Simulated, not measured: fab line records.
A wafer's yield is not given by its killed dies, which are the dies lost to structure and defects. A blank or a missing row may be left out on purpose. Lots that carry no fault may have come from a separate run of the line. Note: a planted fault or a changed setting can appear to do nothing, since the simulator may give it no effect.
Which tool was responsible? :: flow nand_harc :: 13 lots with 37 wafers sampled at 5 steps, on a route of 1159 steps

== WHAT EACH GAUGE READ, for each wafer ==
NHARC_END_SORT_01. Usual: killed_at_array 27, standard deviation 11; killed_at_other 0.7, standard deviation 1.1; killed_at_periphery 3.4, standard deviation 2.1; killed_dies 31, standard deviation 12; killed_open 3.6, standard deviation 2; killed_short 2.0, standard deviation 1.3.
lot: L168
measured: day 22 03:00
on: prober-01
killed_at_array: 36 670 36
killed_at_other: 0 0 0
killed_at_periphery: 4 7 5
killed_dies: 40 677 41
killed_open: 6 2 6
killed_short: 4 4 0
flag: OFF

lot: L170
measured: day 23 06:13
on: prober-01
killed_at_array: 672 670
killed_at_other: 1 2
killed_at_periphery: 4 5
killed_dies: 677 677
killed_open: 5 0
killed_short: 1 3
flag: OFF

lot: L172
measured: day 24 03:04
on: prober-01
killed_at_array: 50 668
killed_at_other: 3 1
killed_at_periphery: 7 8
killed_dies: 60 677
killed_open: 3 7
killed_short: 2 1
flag: OFF

== WHICH TOOL RAN EACH LOT (tool, then ch and the chambers of the sampled wafers, then the start) ==
lot: L155
NHARC_A_SLIT_ETCH_15: rie_diel-13 ch 0,1,3, day 14 07:25 or earlier
NHARC_A_SLIT_ETCH_26: har_etch-02 ch 0,1, day 14 07:25
NHARC_A_WL_FILL_RTA_01: rtp_anneal-02 ch 0, day 14 20:15
NHARC_A_WL_FILL_ALD_02: ald_metal-04 ch 1,2,3, day 14 20:25

lot: L158
NHARC_A_SLIT_ETCH_15: rie_diel-05 ch 0,3, day 14 18:34 or earlier
NHARC_A_SLIT_ETCH_26: har_etch-01 ch 0,1, day 14 18:34
NHARC_A_WL_FILL_RTA_01: rtp_anneal-02 ch 0, day 15 02:36
NHARC_A_WL_FILL_ALD_02: ald_metal-04 ch 1,2,3, day 15 02:49

lot: L161
NHARC_A_SLIT_ETCH_15: rie_diel-13 ch 0,2, day 15 23:04 or earlier
NHARC_A_SLIT_ETCH_26: har_etch-02 ch 0,1, day 15 23:04
NHARC_A_WL_FILL_RTA_01: rtp_anneal-02 ch 0, day 16 08:16
NHARC_A_WL_FILL_ALD_02: ald_metal-01 ch 1,2,3, day 16 08:25

lot: L162
NHARC_A_SLIT_ETCH_15: rie_diel-03 ch 0,1,3, day 16 00:41 or earlier
NHARC_A_SLIT_ETCH_26: har_etch-01 ch 0,1, day 16 00:41
NHARC_A_WL_FILL_RTA_01: rtp_anneal-02 ch 0, day 16 08:28
NHARC_A_WL_FILL_ALD_02: ald_metal-04 ch 0,3, day 16 08:35

lot: L159
NHARC_A_SLIT_ETCH_15: rie_diel-05 ch 0,1,2, day 16 00:44 or earlier
NHARC_A_SLIT_ETCH_26: har_etch-02 ch 0,1, day 16 00:44
NHARC_A_WL_FILL_RTA_01: rtp_anneal-01 ch 0, day 16 08:42
NHARC_A_WL_FILL_ALD_02: ald_metal-01 ch 1,2, day 16 08:54

lot: L164
NHARC_A_SLIT_ETCH_15: rie_diel-13 ch 0,1, day 16 11:19 or earlier
NHARC_A_SLIT_ETCH_26: har_etch-01 ch 0,1, day 16 11:19
NHARC_A_WL_FILL_RTA_01: rtp_anneal-01 ch 0, day 16 19:32
NHARC_A_WL_FILL_ALD_02: ald_metal-02 ch 0,1, day 16 19:43

lot: L165
NHARC_A_SLIT_ETCH_15: rie_diel-03 ch 0,3, day 17 06:13 or earlier
NHARC_A_SLIT_ETCH_26: har_etch-01 ch 0, day 17 06:13
NHARC_A_WL_FILL_RTA_01: rtp_anneal-01 ch 0, day 17 15:32
NHARC_A_WL_FILL_ALD_02: ald_metal-02 ch 2,3, day 17 15:47

lot: L168
NHARC_A_SLIT_ETCH_15: rie_diel-05 ch 0,1,3, day 17 15:29 or earlier
NHARC_A_SLIT_ETCH_26: har_etch-01 ch 1, day 17 15:29
NHARC_A_WL_FILL_RTA_01: rtp_anneal-02 ch 0, day 18 00:31
NHARC_A_WL_FILL_ALD_02: ald_metal-01 ch 1,3, day 18 00:48

lot: L170
NHARC_A_SLIT_ETCH_15: rie_diel-13 ch 1,3, day 18 04:48 or earlier
NHARC_A_SLIT_ETCH_26: har_etch-02 ch 0,1, day 18 04:48
NHARC_A_WL_FILL_RTA_01: rtp_anneal-01 ch 0, day 18 15:22
NHARC_A_WL_FILL_ALD_02: ald_metal-01 ch 2, day 18 15:34

lot: L172
NHARC_A_SLIT_ETCH_15: rie_diel-13 ch 0,1, day 18 22:16 or earlier
NHARC_A_SLIT_ETCH_26: har_etch-02 ch 0,1, day 18 22:16
NHARC_A_WL_FILL_RTA_01: rtp_anneal-01 ch 0, day 19 05:47
NHARC_A_WL_FILL_ALD_02: ald_metal-01 ch 2, day 19 06:02

lot: L176
NHARC_A_SLIT_ETCH_15: rie_diel-05 ch 0,1,2, day 19 16:01 or earlier
NHARC_A_SLIT_ETCH_26: har_etch-01 ch 0,1, day 19 16:01
NHARC_A_WL_FILL_RTA_01: rtp_anneal-01 ch 0, day 20 01:13
NHARC_A_WL_FILL_ALD_02: ald_metal-02 ch 0,1,2, day 20 01:25

lot: L178
NHARC_A_SLIT_ETCH_15: rie_diel-03 ch 0,2,3, day 19 23:41 or earlier
NHARC_A_SLIT_ETCH_26: har_etch-01 ch 0,1, day 19 23:41
NHARC_A_WL_FILL_RTA_01: rtp_anneal-01 ch 0, day 20 08:49
NHARC_A_WL_FILL_ALD_02: ald_metal-02 ch 0,1,2, day 20 09:04

lot: L177
NHARC_A_SLIT_ETCH_15: rie_diel-05 ch 0,2,3, day 20 07:36 or earlier
NHARC_A_SLIT_ETCH_26: har_etch-02 ch 0,1, day 20 07:36
NHARC_A_WL_FILL_RTA_01: rtp_anneal-02 ch 0, day 20 16:53
NHARC_A_WL_FILL_ALD_02: ald_metal-02 ch 1,3, day 20 17:08
- NHARC_A_SLIT_ETCH_15: etches the open film in O2/COS, target depth 3200 nm, time 832 s.
- NHARC_A_SLIT_ETCH_26: etches the open film in C4F8/O2/Ar, time 90 s, target depth 400 nm.
- NHARC_A_WL_FILL_RTA_01: time 5 s.
- NHARC_A_WL_FILL_ALD_02: deposits TiN, target thk 2 nm, pulse time 3 s, ald cycles 100.

== AS READ BY THE TOOLS THEMSELVES (means over the sampled wafers that have a number; for cases with no such wafer, the mark the record gives instead) ==
NHARC_A_SLIT_ETCH_15. Usual: drypump_motor_current_A 5.5 A, standard deviation 0.38; oes_product_au 1.004 a.u., standard deviation 0.0095; rf_vpp_V 314.3 V, standard deviation 1.6; showerhead_plenum_p_Torr 3.13 Torr, standard deviation 0.094; throttle_valve_pct 28.331 %, standard deviation 0.0095.
lot: L155
tool: rie_diel-13
drypump_motor_current_A (A): 5.8
oes_product_au (a.u.): 1.013
rf_vpp_V (V): 314.9
showerhead_plenum_p_Torr (Torr): 3.18
throttle_valve_pct (%): 28.329
flag: 

lot: L158
tool: rie_diel-05
drypump_motor_current_A (A): 5.8
oes_product_au (a.u.): 1.018
rf_vpp_V (V): 314.3
showerhead_plenum_p_Torr (Torr): 3.13
throttle_valve_pct (%): 28.340
flag: 

lot: L161
tool: rie_diel-13
drypump_motor_current_A (A): 5.4
oes_product_au (a.u.): 1.009
rf_vpp_V (V): 314.8
showerhead_plenum_p_Torr (Torr): 3.16
throttle_valve_pct (%): 28.324
flag: 

lot: L162
tool: rie_diel-03
drypump_motor_current_A (A): 5.3
oes_product_au (a.u.): 0.994
rf_vpp_V (V): 314.4
showerhead_plenum_p_Torr (Torr): 3.14
throttle_valve_pct (%): 28.334
flag: 

lot: L159
tool: rie_diel-05
drypump_motor_current_A (A): 5.4
oes_product_au (a.u.): 1.005
rf_vpp_V (V): 314.6
showerhead_plenum_p_Torr (Torr): 3.17
throttle_valve_pct (%): 28.326
flag: 

lot: L164
tool: rie_diel-13
drypump_motor_current_A (A): 5.8
oes_product_au (a.u.): 1.007
rf_vpp_V (V): 315.5
showerhead_plenum_p_Torr (Torr): 3.19
throttle_valve_pct (%): 28.331
flag: 

lot: L165
tool: rie_diel-03
drypump_motor_current_A (A): 4.9
oes_product_au (a.u.): 1.007
rf_vpp_V (V): 313.4
showerhead_plenum_p_Torr (Torr): 3.05
throttle_valve_pct (%): 28.331
flag: 

lot: L168
tool: rie_diel-05
drypump_motor_current_A (A): 5.6
oes_product_au (a.u.): 1.007
rf_vpp_V (V): 314.7
showerhead_plenum_p_Torr (Torr): 3.15
throttle_valve_pct (%): 28.322
flag: 

lot: L170
tool: rie_diel-13
drypump_motor_current_A (A): 5.8
oes_product_au (a.u.): 1.006
rf_vpp_V (V): 314.8
showerhead_plenum_p_Torr (Torr): 3.15
throttle_valve_pct (%): 28.337
flag: 

lot: L172
tool: rie_diel-13
drypump_motor_current_A (A): 5.8
oes_product_au (a.u.): 1.002
rf_vpp_V (V): 315.8
showerhead_plenum_p_Torr (Torr): 3.17
throttle_valve_pct (%): 28.329
flag: 

lot: L176
tool: rie_diel-05
drypump_motor_current_A (A): 5.4
oes_product_au (a.u.): 1.017
rf_vpp_V (V): 314.5
showerhead_plenum_p_Torr (Torr): 3.16
throttle_valve_pct (%): 28.336
flag: 

lot: L178
tool: rie_diel-03
drypump_motor_current_A (A): 5.1
oes_product_au (a.u.): 0.995
rf_vpp_V (V): 312.4
showerhead_plenum_p_Torr (Torr): 3.01
throttle_valve_pct (%): 28.336
flag: 

lot: L177
tool: rie_diel-05
drypump_motor_current_A (A): 5.7
oes_product_au (a.u.): 1.013
rf_vpp_V (V): 314.8
showerhead_plenum_p_Torr (Torr): 3.14
throttle_valve_pct (%): 28.335
flag: 

NHARC_A_SLIT_ETCH_26. Usual: drypump_motor_current_A 5.7 A, standard deviation 0.35; showerhead_plenum_p_Torr 3.77 Torr, standard deviation 0.14; throttle_valve_pct 27.619 %, standard deviation 0.0098.
lot: L155
tool: har_etch-02
drypump_motor_current_A (A): 5.5
showerhead_plenum_p_Torr (Torr): 3.66
throttle_valve_pct (%): 27.614
flag: 

lot: L158
tool: har_etch-01
drypump_motor_current_A (A): 5.6
showerhead_plenum_p_Torr (Torr): 3.87
throttle_valve_pct (%): 27.615
flag: 

lot: L161
tool: har_etch-02
drypump_motor_current_A (A): 5.6
showerhead_plenum_p_Torr (Torr): 3.65
throttle_valve_pct (%): 27.611
flag: 

lot: L162
tool: har_etch-01
drypump_motor_current_A (A): 5.6
showerhead_plenum_p_Torr (Torr): 3.86
throttle_valve_pct (%): 27.621
flag: 

lot: L159
tool: har_etch-02
drypump_motor_current_A (A): 5.7
showerhead_plenum_p_Torr (Torr): 3.71
throttle_valve_pct (%): 27.612
flag: 

lot: L164
tool: har_etch-01
drypump_motor_current_A (A): 5.9
showerhead_plenum_p_Torr (Torr): 3.92
throttle_valve_pct (%): 27.619
flag: 

lot: L165
tool: har_etch-01
drypump_motor_current_A (A): 5.3
showerhead_plenum_p_Torr (Torr): 3.81
throttle_valve_pct (%): 27.634
flag: 

lot: L168
tool: har_etch-01
drypump_motor_current_A (A): 6.2
showerhead_plenum_p_Torr (Torr): 3.96
throttle_valve_pct (%): 27.617
flag: 

lot: L170
tool: har_etch-02
drypump_motor_current_A (A): 5.7
showerhead_plenum_p_Torr (Torr): 3.67
throttle_valve_pct (%): 27.620
flag: 

lot: L172
tool: har_etch-02
drypump_motor_current_A (A): 5.7
showerhead_plenum_p_Torr (Torr): 3.67
throttle_valve_pct (%): 27.620
flag: 

lot: L176
tool: har_etch-01
drypump_motor_current_A (A): 5.9
showerhead_plenum_p_Torr (Torr): 3.90
throttle_valve_pct (%): 27.621
flag: 

lot: L178
tool: har_etch-01
drypump_motor_current_A (A): 5.6
showerhead_plenum_p_Torr (Torr): 3.84
throttle_valve_pct (%): 27.616
flag: 

lot: L177
tool: har_etch-02
drypump_motor_current_A (A): 5.6
showerhead_plenum_p_Torr (Torr): 3.62
throttle_valve_pct (%): 27.624
flag: 

NHARC_A_WL_FILL_RTA_01. Usual: lamp_power_pct 28.7 %, standard deviation 1.4; lamp_zone_3_pct 28.7 %, standard deviation 1.4; wafer_temp_C_max 1006.4, standard deviation 1.5.
lot: L155
tool: rtp_anneal-02
lamp_power_pct (%): 27.3
lamp_zone_3_pct (%): 27.3
wafer_temp_C_max: 1004.9
flag: 

lot: L158
tool: rtp_anneal-02
lamp_power_pct (%): 27.3
lamp_zone_3_pct (%): 27.3
wafer_temp_C_max: 1004.8
flag: 

lot: L161
tool: rtp_anneal-02
lamp_power_pct (%): 27.3
lamp_zone_3_pct (%): 27.3
wafer_temp_C_max: 1005.1
flag: 

lot: L162
tool: rtp_anneal-02
lamp_power_pct (%): 27.3
lamp_zone_3_pct (%): 27.3
wafer_temp_C_max: 1006.1
flag: 

lot: L159
tool: rtp_anneal-01
lamp_power_pct (%): 30.1
lamp_zone_3_pct (%): 30.1
wafer_temp_C_max: 1007.1
flag: 

lot: L164
tool: rtp_anneal-01
lamp_power_pct (%): 30.0
lamp_zone_3_pct (%): 30.0
wafer_temp_C_max: 1007.1
flag: 

lot: L165
tool: rtp_anneal-01
lamp_power_pct (%): 30.0
lamp_zone_3_pct (%): 30.0
wafer_temp_C_max: 1007.7
flag: 

lot: L168
tool: rtp_anneal-02
lamp_power_pct (%): 27.3
lamp_zone_3_pct (%): 27.3
wafer_temp_C_max: 1004.9
flag: 

lot: L170
tool: rtp_anneal-01
lamp_power_pct (%): 30.1
lamp_zone_3_pct (%): 30.0
wafer_temp_C_max: 1006.9
flag: 

lot: L172
tool: rtp_anneal-01
lamp_power_pct (%): 30.0
lamp_zone_3_pct (%): 30.0
wafer_temp_C_max: 1006.5
flag: 

lot: L176
tool: rtp_anneal-01
lamp_power_pct (%): 30.0
lamp_zone_3_pct (%): 30.1
wafer_temp_C_max: 1007.6
flag: 

lot: L178
tool: rtp_anneal-01
lamp_power_pct (%): 30.0
lamp_zone_3_pct (%): 30.0
wafer_temp_C_max: 1007.9
flag: 

lot: L177
tool: rtp_anneal-02
lamp_power_pct (%): 27.3
lamp_zone_3_pct (%): 27.3
wafer_temp_C_max: 1005.1
flag: 

NHARC_A_WL_FILL_ALD_02. Usual: heater_power_w 1017 W, standard deviation 110; precursor_pulse_height_rel 1.001, standard deviation 0.021.
lot: L155
tool: ald_metal-04
heater_power_w (W): 1141
precursor_pulse_height_rel: 1.002
flag: 

lot: L158
tool: ald_metal-04
heater_power_w (W): 1177
precursor_pulse_height_rel: 1.001
flag: 

lot: L161
tool: ald_metal-01
heater_power_w (W): 947
precursor_pulse_height_rel: 0.996
flag: 

lot: L162
tool: ald_metal-04
heater_power_w (W): 1121
precursor_pulse_height_rel: 1.000
flag: 

lot: L159
tool: ald_metal-01
heater_power_w (W): 960
precursor_pulse_height_rel: 1.005
flag: 

lot: L164
tool: ald_metal-02
heater_power_w (W): 1047
precursor_pulse_height_rel: 0.985
flag: 

lot: L165
tool: ald_metal-02
heater_power_w (W): 962
precursor_pulse_height_rel: 0.994
flag: 

lot: L168
tool: ald_metal-01
heater_power_w (W): 902
precursor_pulse_height_rel: 1.011
flag: 

lot: L170
tool: ald_metal-01
heater_power_w (W): 974
precursor_pulse_height_rel: 1.004
flag: 

lot: L172
tool: ald_metal-01
heater_power_w (W): 993
precursor_pulse_height_rel: 0.974
flag: 

lot: L176
tool: ald_metal-02
heater_power_w (W): 1050
precursor_pulse_height_rel: 1.002
flag: 

lot: L178
tool: ald_metal-02
heater_power_w (W): 1050
precursor_pulse_height_rel: 0.984
flag: 

lot: L177
tool: ald_metal-02
heater_power_w (W): 1056
precursor_pulse_height_rel: 1.006
flag: 

== THE ANSWER, worked out from the rows above alone ==
Rule: lot off if the mean of its wafers having a number is beyond 3 standard deviations from the usual mean. A lot without any number at a reading at which 4 lots or more have one is off too. The other lots that the step has rows for count as sound. The gauges are gone through in route order, then the tools' own readings, and for those a lot's mean is taken as printed above. At the first step where some lot is off, the reading lying furthest off is the one used; lots without a number count as furthest.
Off: L168, L170, L172, at NHARC_END_SORT_01 (killed_at_array). Neither off nor sound, because the step has no rows for them: L155, L158, L161, L162, L159, L164, L165, L176, L178, L177.
If a tool, at a process step before that reading, ran all the lots that are off and no sound lot after the first of them, it fits. Gauges at NHARC_END_SORT_01: tried the same way as those tools. NHARC_A_SLIT_ETCH_15: start missing for some lots; hours and lot order therefore follow NHARC_A_SLIT_ETCH_26. This does not decide it: 2 tools fit, namely ald_metal-01 at NHARC_A_WL_FILL_ALD_02 and prober-01 at NHARC_END_SORT_01.

== WHAT HAD BEEN PUT IN BY THE SIMULATOR ==
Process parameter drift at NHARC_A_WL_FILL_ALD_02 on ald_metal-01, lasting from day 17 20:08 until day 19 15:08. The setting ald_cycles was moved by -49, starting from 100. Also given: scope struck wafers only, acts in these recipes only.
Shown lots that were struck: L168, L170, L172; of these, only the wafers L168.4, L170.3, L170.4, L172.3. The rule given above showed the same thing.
